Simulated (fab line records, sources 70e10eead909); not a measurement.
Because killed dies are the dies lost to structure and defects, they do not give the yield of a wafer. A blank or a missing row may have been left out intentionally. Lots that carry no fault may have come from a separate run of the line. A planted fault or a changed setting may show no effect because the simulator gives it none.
Chamber matching / flow nandHarc / NHARC_P_CONTACT_CMP_01 on cmp-02 has 4 sister chambers
The step polishes SiO2, target thk 200 nm. 16 wafers are shown with their chamber, then 8 later ones without.

== WAFERS WITH THEIR CHAMBER ==
wafer=L791.1; chamber=0; motorCurrentA (A)=12.8
wafer=L791.4; chamber=1; motorCurrentA (A)=11.1
wafer=L791.6; chamber=3; motorCurrentA (A)=11.0
wafer=L793.1; chamber=3; motorCurrentA (A)=11.6
wafer=L793.5; chamber=2; motorCurrentA (A)=12.0
wafer=L793.6; chamber=1; motorCurrentA (A)=11.1
wafer=L794.2; chamber=3; motorCurrentA (A)=10.8
wafer=L794.5; chamber=3; motorCurrentA (A)=10.7
wafer=L794.6; chamber=0; motorCurrentA (A)=13.5
wafer=L796.1; chamber=0; motorCurrentA (A)=13.5
wafer=L796.2; chamber=3; motorCurrentA (A)=10.8
wafer=L796.6; chamber=2; motorCurrentA (A)=11.9
wafer=L797.1; chamber=3; motorCurrentA (A)=10.8
wafer=L797.3; chamber=1; motorCurrentA (A)=11.6
wafer=L797.5; chamber=2; motorCurrentA (A)=11.8
wafer=L798.2; chamber=2; motorCurrentA (A)=11.9

SIGNATURES, as means of the wafers listed above
reading=motorCurrentA; chamber 0=13.267; chamber 1=11.267; chamber 2=11.900; chamber 3=10.950; scatter within a chamber=0.298
Rule: a wafer lies at a distance from a chamber equal to the root of the sum of squares, over the readings, of (its reading less the chamber's mean, divided by the reading's scatter). If the next closest chamber is less than 2 further off than the closest, the wafer can't be placed; otherwise it belongs to the closest. The scatter: take each reading less its chamber's mean, square it, sum over the shown wafers, divide by the number of wafers less the number of chambers, and take the root.

== WAFERS WHOSE CHAMBER IS MISSING ==
wafer=L798.3; motorCurrentA (A)=10.9
wafer=L798.6; motorCurrentA (A)=11.3
wafer=L812.2; motorCurrentA (A)=11.1
wafer=L812.3; motorCurrentA (A)=11.6
wafer=L812.6; motorCurrentA (A)=10.7
wafer=L813.3; motorCurrentA (A)=10.6
wafer=L813.5; motorCurrentA (A)=12.0
wafer=L813.6; motorCurrentA (A)=10.8

== THE CHAMBER EACH PASSED THROUGH ==
wafer=L798.3; from the rows above=can't be placed: 3 or 1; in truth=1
wafer=L798.6; from the rows above=can't be placed: 1 or 3 or 2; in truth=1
wafer=L812.2; from the rows above=can't be placed: 3 or 1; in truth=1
wafer=L812.3; from the rows above=can't be placed: 2 or 1 or 3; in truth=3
wafer=L812.6; from the rows above=can't be placed: 3 or 1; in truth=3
wafer=L813.3; from the rows above=can't be placed: 3 or 1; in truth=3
wafer=L813.5; from the rows above=2; in truth=2
wafer=L813.6; from the rows above=can't be placed: 3 or 1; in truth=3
Correct placement for 1 of the 8. From these rows, 7 cannot be placed; in 7 the true chamber is one of the candidates. Wrongly placed: 0.
